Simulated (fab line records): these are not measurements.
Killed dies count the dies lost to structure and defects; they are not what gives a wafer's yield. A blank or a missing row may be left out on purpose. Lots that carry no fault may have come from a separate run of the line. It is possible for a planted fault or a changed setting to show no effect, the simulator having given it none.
One fault seen from 3 desks | flow nand harc | each desk holds nothing but its own numbers, with what lay behind them at the end

THE METROLOGY DESK
What the gauges read for every lot (on any tool): the sampled wafers with a number, averaged. A lot is out of limits, marked OUT, if its mean lies more than 4 standard deviations from the usual mean; the brackets give that distance.
Columns: A = cd nm at NHARC_A_CONTACT_CD_MEAS_42, usual 300.0 nm; B = overlay x nm at NHARC_A_CONTACT_OVL_MEAS_43, usual 0.1 nm; C = overlay y nm at NHARC_A_CONTACT_OVL_MEAS_43, usual 0.0 nm
lot  | first seen here | A     | B    | C
L737 | day 24 09:58    | 299.8 | -0.7 | -1.2
L738 | day 24 10:08    | 299.4 | -0.2 | -1.7
L740 | day 25 20:19    | 300.1 | 0.3  | 0.8
L752 | day 30 08:17    | 300.4 | -0.1 | 0.4
L753 | day 31 06:44    | 300.5 | 0.6  | -0.3
This desk's verdict: no lot among the 5 shows anything out of limits.

THE TOOL OWNER'S DESK: rie diel-09
The tool's own readings at NHARC_A_CONTACT_ETCH_49 (etches the open film in N2/H2, target depth 260 nm, time 475.3 s): means of the sampled wafers that have a number, for each lot that ran on this tool. A lot is out of limits, marked OUT, if its mean lies more than 4 standard deviations from the usual mean; the brackets give that distance.
Columns: A = drypump motor current A at NHARC_A_CONTACT_ETCH_49, usual 5.8 A; B = oes product au at NHARC_A_CONTACT_ETCH_49, usual 0.998 a.u.; C = rf vpp V at NHARC_A_CONTACT_ETCH_49, usual 430 V; D = run length s at NHARC_A_CONTACT_ETCH_49, usual 496.4 s; E = showerhead plenum p Torr at NHARC_A_CONTACT_ETCH_49, usual 2.03 Torr; F = throttle valve pct at NHARC_A_CONTACT_ETCH_49, usual 14.172 %
lot  | first seen here | A   | B     | C   | D                       | E    | F
L738 | day 24 10:29    | 6.1 | 1.007 | 431 | 496.2                   | 2.05 | 14.167
L740 | day 25 20:43    | 6.1 | 0.994 | 431 | 346.3 (-99 or more) OUT | 2.09 | 14.168
This desk's verdict: out of limits on L740, starting with L740 at day 25 20:43 (run length s at NHARC_A_CONTACT_ETCH_49). Within limits: L738.

THE DEFECT DESK
Per lot, the means of the sampled wafers with a number show what the inspections along the route counted. A lot is out of limits, marked OUT, if its mean lies more than 4 standard deviations from the usual mean; the brackets give that distance.
Columns: A = raw defect count at NHARC_A_CONTACT_INSPECT_44, usual 69
lot  | first seen here | A
L737 | day 24 10:05    | 154
L738 | day 24 10:15    | 24
L740 | day 25 20:27    | 136
L752 | day 30 08:25    | 16
L753 | day 31 06:52    | 62
This desk's verdict: no lot among the 5 shows anything out of limits.

TAKEN TOGETHER
The tool owner's desk could have raised an alarm at day 25 20:43, on L740.
At the metrology desk, nothing out of limits was observed.
Nothing out of limits was seen by the defect desk.
The metrology desk has L740 on record, within its limits.
The defect desk has L740 on record, within its limits.
Every lot named ran NHARC_A_CONTACT_ETCH_49 on rie diel-09.

WHAT WAS PUT IN BY THE SIMULATOR
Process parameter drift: rie diel-09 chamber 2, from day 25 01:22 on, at NHARC_A_CONTACT_ETCH_49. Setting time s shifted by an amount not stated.
Shown lots that were struck: L740.
Each desk's first reading out of limits, in hours after the fault started: the tool owner's desk, 19.
